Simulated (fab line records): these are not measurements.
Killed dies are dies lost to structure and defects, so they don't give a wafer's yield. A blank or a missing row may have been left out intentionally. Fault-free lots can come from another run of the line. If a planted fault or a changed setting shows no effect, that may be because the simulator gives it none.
Matching of chambers | flow nandHarc | NHARC_P_M2_STRIP_18 on rieDiel-01 has 4 sister chambers
The step strips in N2/H2. 14 wafers are shown with their chamber, then 7 later ones without.

== WAFERS WITH THEIR CHAMBER ==
wafer  | chamber | showerheadPlenumPTorr (Torr) | drypumpMotorCurrentA (A) | oesProductAu (a.u.)
L078.1 | 0       | 2.15                         | 4.8                      | 1.008
L078.5 | 0       | 2.15                         | 4.9                      | 1.002
L078.6 | 3       | 1.92                         | 5.9                      | 0.990
L083.1 | 3       | 1.92                         | 5.9                      | 0.995
L083.3 | 1       | 1.97                         | 5.1                      | 0.998
L083.6 | 2       | 1.93                         | 5.4                      | 0.998
L085.3 | 3       | 1.92                         | 5.8                      | 1.005
L085.5 | 1       | 1.97                         | 5.1                      | 0.985
L085.6 | 3       | 1.92                         | 5.9                      | 0.988
L091.2 | 2       | 1.93                         | 5.3                      | 1.004
L091.5 | 1       | 1.97                         | 5.1                      | 0.992
L091.6 | 0       | 2.14                         | 4.8                      | 1.011
L092.1 | 3       | 1.92                         | 5.9                      | 1.001
L092.5 | 2       | 1.93                         | 5.3                      | 1.009

SIGNATURES, as means of the wafers listed above
reading               | chamber 0 | chamber 1 | chamber 2 | chamber 3 | scatter within a chamber
showerheadPlenumPTorr | 2.1467    | 1.9700    | 1.9300    | 1.9200    | 0.00258
drypumpMotorCurrentA  | 4.833     | 5.100     | 5.333     | 5.880     | 0.0462
oesProductAu          | 1.00700   | 0.99167   | 1.00367   | 0.99580   | 0.00628
Rule: a wafer's distance from a chamber is the root of the sum, over the readings, of the square of ((its reading less the chamber's mean) divided by the reading's scatter). If the next closest chamber is less than 2 further off than the closest, the wafer can't be placed; otherwise it belongs to the closest. How the scatter is found: for the shown wafers, subtract from each reading the mean of its chamber, square and add these, divide the total by (wafers less chambers), then take the root.

== WAFERS MISSING THEIR CHAMBER ==
wafer  | showerheadPlenumPTorr (Torr) | drypumpMotorCurrentA (A) | oesProductAu (a.u.)
L092.6 | 1.97                         | 5.0                      | 0.999
L094.1 | 1.92                         | 5.9                      | 0.995
L094.4 | 1.97                         | 5.1                      | 0.987
L094.6 | 1.97                         | 5.1                      | 1.001
L093.2 | 1.92                         | 5.9                      | 0.997
L093.3 | 1.97                         | 5.1                      | 1.004
L093.6 | 1.92                         | 5.9                      | 0.996

== EACH ONE'S CHAMBER ==
wafer  | from the rows above | in truth
L092.6 | 1                   | 1
L094.1 | 3                   | 3
L094.4 | 1                   | 1
L094.6 | 1                   | 1
L093.2 | 3                   | 3
L093.3 | 1                   | 1
L093.6 | 3                   | 3
7 of 7 placed correctly. Left unplaced by these rows: 0. 0 placed wrongly.
